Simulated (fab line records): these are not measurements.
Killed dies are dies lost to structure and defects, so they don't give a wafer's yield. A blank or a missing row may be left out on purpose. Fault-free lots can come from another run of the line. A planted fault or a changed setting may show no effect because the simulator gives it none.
Chamber matching | flow n5_finfet | N5_BEOL_M13_ETCH_59 on rie_diel-02: 4 sister chambers
The step etches BARC in N2/H2, target depth 89 nm, overetch 26.7 nm, time 67.9 s. 8 wafers are shown with their chamber, then 7 later ones without.

WAFERS WITH THEIR CHAMBER
wafer  | chamber | drypump_motor_current_A (A) | showerhead_plenum_p_Torr (Torr)
L527.4 | 1       | 5.6                         | 2.48
L530.2 | 3       | 5.6                         | 2.49
L532.5 | 0       | 5.1                         | 2.60
L538.4 | 0       | 5.1                         | 2.59
L538.5 | 3       | 5.6                         | 2.48
L538.6 | 2       | 6.1                         | 2.52
L542.1 | 1       | 5.7                         | 2.47
L542.2 | 2       | 6.0                         | 2.52

WAFERS WITH NO CHAMBER GIVEN
wafer  | drypump_motor_current_A (A) | showerhead_plenum_p_Torr (Torr)
L542.3 | 5.6                         | 2.48
L544.1 | 5.7                         | 2.46
L544.5 | 5.6                         | 2.48
L544.6 | 5.6                         | 2.46
L545.1 | 6.1                         | 2.51
L545.3 | 5.6                         | 2.48
L545.5 | 6.1                         | 2.51

WHICH CHAMBER EACH ONE RAN IN
wafer  | from the rows above     | in truth
L542.3 | can't be placed: 3 or 1 | 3
L544.1 | can't be placed: 1 or 3 | 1
L544.5 | can't be placed: 3 or 1 | 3
L544.6 | can't be placed: 1 or 3 | 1
L545.1 | 2                       | 2
L545.3 | can't be placed: 3 or 1 | 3
L545.5 | 2                       | 2
Correct placement for 2 of the 7. Can't be placed from these rows: 5 (the true chamber is among the candidates in 5). 0 placed wrongly.
How it was worked out, from the rows above alone: a wafer's distance from a chamber is the root of the sum, over the readings, of the square of ((its reading less the chamber's mean) divided by the reading's scatter). The wafer belongs to the nearest chamber; if the next one is less than 2 further off, it can't be placed. Each chamber's mean is taken over the wafers shown for it. How the scatter is found: for the shown wafers, subtract from each reading the mean of its chamber, square and add these, divide the total by (wafers less chambers), then take the root.
